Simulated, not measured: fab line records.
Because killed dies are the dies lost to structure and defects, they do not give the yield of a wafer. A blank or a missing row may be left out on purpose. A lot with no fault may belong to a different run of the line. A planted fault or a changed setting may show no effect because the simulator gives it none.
fab line records | flow n5Finfet
record lots=5 wafers=15 lastDay=15
route steps=1938 shown BEOL_M7@1268
lots that met no fault: taken from a fault-free run of the same line
startH: the number of hours between the record's first day and the start of the first shown wafer of the lot | waitH: hours since the lot's step before | " unchanged from the row above | L1.1+2: a single row standing in for several wafers | - value missing, or start not given | * or withheld: withheld | < > ~ a bound
route shown NAME@n: NAME is a module with steps in the file, n the number in the route of the first one | usual: the fault-free wafers' mean and standard deviation | same: alike in all rows | chamber/n: place in a boat | sites: readings site by site | _std_site: standard deviation of those values | _edge_site: outer sites' mean less inner sites' | radiusMm: how far each site lies from the wafer's centre | mask NAME#n: copy n | behind: the last tool/chamber to shape the wafer | hold: cause of the lot's hold/its duration in hours/its outcome | device: the transistor (n, p or np) that didn't switch | end of line: tests run on the same wafers once the route is complete | a step given without rows: its recipe and nothing more | killed: the dies lost at the first sort to structure and to defects; this is not the yield of the wafer | map: shows each die of a wafer: x if killed, . if not, _ if none is there
set.NAME: setting as actually run; set.NAME@STEP: the setting as run at that earlier step | model.NAME: the simulator's own value behind a step, which no gauge read
lots seen at some steps along the route; tables by step, rows by wafer
services: from which hour (startH, from the record's first day; less than 0 if before it) a tool's chamber was out of use, for how many hours, and why
## steps
# step N5_BEOL_M7_COAT_59
# recipe resist=SOC tempC=250 timeS=60 spinRpm=1500 resistThkNm=100
# step N5_BEOL_M7_COAT_60
# recipe resist=SiARC tempC=220 timeS=60 spinRpm=1500 resistThkNm=35
# step N5_BEOL_M7_COAT_05
# recipe resist=CAR-ArF spinRpm=1500 resistThkNm=90
# step N5_BEOL_M7_EBR_07
# recipe solvent=PGMEA ebrWidthMm=1.5
# step N5_BEOL_M7_SOFTBAKE_06
# recipe tempC=110 timeS=60 resist=CAR-ArF
# step N5_BEOL_M7_EXPOSE_08
# recipe maskId=M7 na=1.35 sourceShape=dipole sigmaInner=0.817 sigmaOuter=0.97 polarization=te doseMj=68.25
# step N5_BEOL_M7_PEB_09
# recipe pebTempC=withheld pebTimeS=60 resist=CAR-ArF
# step N5_BEOL_M7_DEVELOP_10
# recipe developTimeS=30 developer=TMAH resist=CAR-ArF rinseLiquid=diw dry=airSpin devTempC=23
# step N5_BEOL_M7_CD_MEAS_11
# recipe targetCdNm=38.5 landingEnergyEv=500 detector=seInlens polarity=opening
# usual cdNm=38.3/0.4
# columns lot.wafer tool chamber startH waitH cdNm
L681.2 cdSem-02 0 221.43 - 38.2
L681.3 " 0 " " 37.7
L681.5 " 0 " " 38.1
L689.1 cdSem-03 0 269.46 - 38.2
L689.3 " 0 " " 38.0
L689.4 " 0 " " 38.0
L690.1 cdSem-01 0 278.14 - 37.3
L690.4 " 0 " " 38.6
L690.6 " 0 " " 38.3
L692.2 cdSem-02 0 278.48 - 38.3
L692.4 " 0 " " 38.5
L692.5 " 0 " " 38.4
L691.1 cdSem-03 0 286.01 - 37.9
L691.4 " 0 " " 38.8
L691.5 " 0 " " 38.1
# step N5_BEOL_M7_OVL_MEAS_12
# recipe pointsPerWafer=44
# usual M7_OVL=-0.5/0.8
# columns lot.wafer tool chamber startH waitH M7_OVL[nm]
L681.2 overlay-02 0 221.46 0.0 -0.5
L681.3 " 0 " " -0.9
L681.5 " 0 " " -1.1
L689.1 overlay-01 0 269.49 0.0 -1.1
L689.3 " 0 " " -1.5
L689.4 " 0 " " -0.2
L690.1 overlay-02 0 278.17 0.0 -0.7
L690.4 " 0 " " 0.1
L690.6 " 0 " " 0.2
L692.2 overlay-01 0 278.51 0.0 -1.2
L692.4 " 0 " " 0.3
L692.5 " 0 " " 0.6
L691.1 overlay-02 0 286.04 0.0 -1.3
L691.4 " 0 " " -0.6
L691.5 " 0 " " -0.1
# step N5_BEOL_M7_INSPECT_13
# recipe mode=adi inspectInstrument=brightfield
# usual rawDefectCount=412/94
# columns lot.wafer tool chamber startH waitH rawDefectCount
L681.2 defectInspect-01 - 221.48 0.0 345
L681.3 " - " " 405
L681.5 " - " " 333
L689.1 defectInspect-02 - 269.52 0.0 441
L689.3 " - " " 630
L689.4 " - " " 545
L690.1 defectInspect-02 - 278.19 0.0 310
L690.4 " - " " 300
L690.6 " - " " 407
L692.2 defectInspect-01 - 278.53 0.0 315
L692.4 " - " " 230
L692.5 " - " " 410
L691.1 defectInspect-01 - 286.07 0.0 261
L691.4 " - " " 284
L691.5 " - " " 376
# step N5_BEOL_M7_DESCUM_16
# recipe chemistry=O2 timeS=7.9 sourcePowerW=50 biasPowerW=20 pressureMtorr=20 rfFrequencyHz=2.712e+07 tempC=40 resist=CAR-ArF o2FlowSccm=225
# usual drypumpMotorCurrentA=5.7/0.64 oesProductAu=0.81/0.096 rfVppV=243.1/1.4 showerheadPlenumPTorr=2.09/0.086 throttleValvePct=20.36/0.2
# columns lot.wafer tool chamber startH waitH drypumpMotorCurrentA oesProductAu rfHoursCounterH rfVppV showerheadPlenumPTorr throttleValvePct
L681.2 rieDiel-01 3 221.51 0.0 4.8 0.95 8 242.8 2.14 20.00
L681.3 " 1 " " 5.8 0.89 45 245.9 2.22 20.23
L681.5 " 3 " " 4.8 0.95 - 243.3 2.14 19.99
L689.1 rieDiel-05 0 269.57 0.1 4.7 0.84 67 242.6 2.03 20.19
L689.3 " 1 " " 6.0 0.92 20 243.4 2.05 20.38
L689.4 " 2 " " 6.2 0.70 202 242.2 2.00 20.67
L690.1 rieDiel-01 1 278.22 0.0 5.8 0.87 65 244.6 2.21 20.27
L690.4 " 0 " " 6.0 0.96 - 245.3 2.14 20.34
L690.6 " 3 " " 4.9 0.90 - 244.8 2.13 20.03
L692.2 rieDiel-01 3 278.57 0.0 4.9 0.90 27 244.2 2.13 20.03
L692.4 " 1 " " 5.8 0.86 - 245.9 2.21 20.27
L692.5 " 0 " " 6.0 0.96 - 244.1 2.14 20.34
L691.1 rieDiel-05 1 286.10 0.0 6.0 0.91 25 242.8 2.05 20.41
L691.4 " 2 " " 6.2 0.69 207 241.4 2.00 20.67
L691.5 " 1 " " 6.0 0.92 - 240.7 2.05 20.40
# step N5_BEOL_M7_ETCH_61
# recipe chemistry=CF4 target=SiARC targetDepthA=455 maskMaterial=CAR-ArF timeS=75.8 ionEnergyEv=80 pressureMtorr=40 sourceW=545 biasW=36 Ar_flow_sccm=100 cf4FlowSccm=100 ends=cleared
# usual drypumpMotorCurrentA=5.7/0.64 etchRfOnTimeS=74.8/1.3 oesProductAu=0.70/0.083 rfFwdPowerW=539.1/3 rfVppV=184.0/1.3 showerheadPlenumPTorr=2.14/0.081 throttleValvePct=15.54/0.2
# columns lot.wafer tool chamber startH waitH drypumpMotorCurrentA etchRfOnTimeS oesProductAu rfFwdPowerW rfHoursCounterH rfVppV showerheadPlenumPTorr throttleValvePct
L681.2 rieDiel-01 3 221.55 0.0 4.8 72.9 0.81 537.1 8 184.2 2.20 15.21
L681.3 " 1 " " 5.8 74.2 0.76 540.4 45 186.4 2.26 15.37
L681.5 " 3 " " 4.8 73.1 0.81 538.8 - 185.6 2.20 15.22
L689.1 rieDiel-05 0 269.61 0.0 4.7 74.7 0.72 539.0 67 183.2 2.09 15.43
L689.3 " 1 " " 6.0 74.0 0.78 544.6 20 183.4 2.10 15.46
L689.4 " 2 " " 6.2 77.1 0.59 544.0 202 182.4 2.04 15.80
L690.1 rieDiel-01 1 278.26 0.0 5.8 73.8 0.74 539.5 65 185.1 2.25 15.40
L690.4 " 0 " " 6.0 73.3 0.82 541.0 - 183.3 2.18 15.40
L690.6 " 3 " " 4.9 73.3 0.77 537.9 - 185.3 2.19 15.27
L692.2 rieDiel-01 3 278.60 0.0 4.9 73.3 0.78 536.9 27 185.2 2.19 15.26
L692.4 " 1 " " 5.8 73.6 0.75 539.5 - 185.9 2.25 15.42
L692.5 " 0 " " 6.0 60.6 0.92 669.3 - 171.2 2.18 15.40
L691.1 rieDiel-05 1 286.13 0.0 6.0 75.3 0.77 540.2 25 183.5 2.09 15.46
L691.4 " 2 " " 6.2 77.5 0.58 541.7 208 183.2 2.04 15.80
L691.5 " 1 " " 6.0 75.4 0.77 542.4 - 184.1 2.10 15.47
# step N5_BEOL_M7_ETCH_62
# recipe chemistry=N2/H2 target=SOC targetDepthA=1100 overetchA=220 maskMaterial=SiARC tempC=40 timeS=165 ionEnergyEv=200 pressureMtorr=30 sourceW=840 biasW=150 n2FlowSccm=200 h2FlowSccm=200
# usual drypumpMotorCurrentA=5.7/0.64 h2FlowSccm=199.9/0.61 oesProductAu=0.69/0.076 rfFwdPowerW=836.7/2.7 rfVppV=524/3 showerheadPlenumPTorr=2.54/0.1 throttleValvePct=17.76/0.23
# columns lot.wafer tool chamber startH waitH drypumpMotorCurrentA h2FlowSccm oesProductAu rfFwdPowerW rfHoursCounterH rfVppV showerheadPlenumPTorr throttleValvePct
L681.2 rieDiel-01 3 221.60 0.0 4.9 200.7 0.78 836.5 8 526 2.61 17.43
L681.3 " 1 " " 5.8 200.3 0.75 839.1 45 529 2.69 17.53
L681.5 " 3 " " 4.9 199.8 0.80 836.7 - 526 2.61 17.40
L689.1 rieDiel-05 0 269.66 0.0 4.7 200.1 0.70 834.3 67 523 2.47 17.59
L689.3 " 1 " " 6.0 199.2 0.77 836.0 20 524 2.50 17.96
L689.4 " 2 " " 6.2 200.1 0.60 838.2 202 520 2.42 17.94
L690.1 rieDiel-01 1 278.32 0.0 5.8 200.2 0.73 834.9 65 528 2.69 17.58
L690.4 " 0 " " 6.0 200.4 0.79 836.6 - 525 2.60 17.68
L690.6 " 3 " " 4.9 200.5 0.75 835.9 - 524 2.60 17.46
L692.2 rieDiel-01 3 278.66 0.0 4.9 200.2 0.76 836.4 27 526 2.60 17.45
L692.4 " 1 " " 5.8 201.1 0.72 838.9 - 527 2.69 17.56
L692.5 " 0 " " 6.0 199.9 0.79 835.7 - 526 2.60 17.69
L691.1 rieDiel-05 1 286.19 0.0 6.0 201.5 0.76 834.8 25 522 2.50 17.98
L691.4 " 2 " " 6.2 199.2 0.59 833.6 208 520 2.41 17.94
L691.5 " 1 " " 6.0 201.2 0.76 837.6 - 522 2.50 17.95
## services
# columns tool chamber startH hours kind
rieDiel-01 0 197.61 - clean
rieDiel-01 0 197.61 - consumableReplace:focusRing
rieDiel-01 0 197.61 26.5 scheduledDown
rieDiel-01 0 197.61 26.5 ventCycle
rieDiel-01 - 202.49 2.8 pm
rieDiel-01 2 247.19 13.3 repair
rieDiel-01 2 276.08 10.4 repair
## key
firstSign step=N5_BEOL_M7_ETCH_61 reading=rfFwdPowerW direction=up sigmas=44 usual=* struck=*
effect step=N5_BEOL_M7_ETCH_61 reading=etchRfOnTimeS direction=down sigmas=11 usual=* struck=*
metAt N5_BEOL_M7_ETCH_61
struckWafers L692.5
onsetBetween 278.26 278.60
fault kind=processParameterDrift tool=rieDiel-01 chamber=0 onsetH=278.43 steps=N5_BEOL_M7_ETCH_61 channel=sourceW offset=130.8 shape=step endH=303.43 actsIn=theseRecipesOnly stated=545
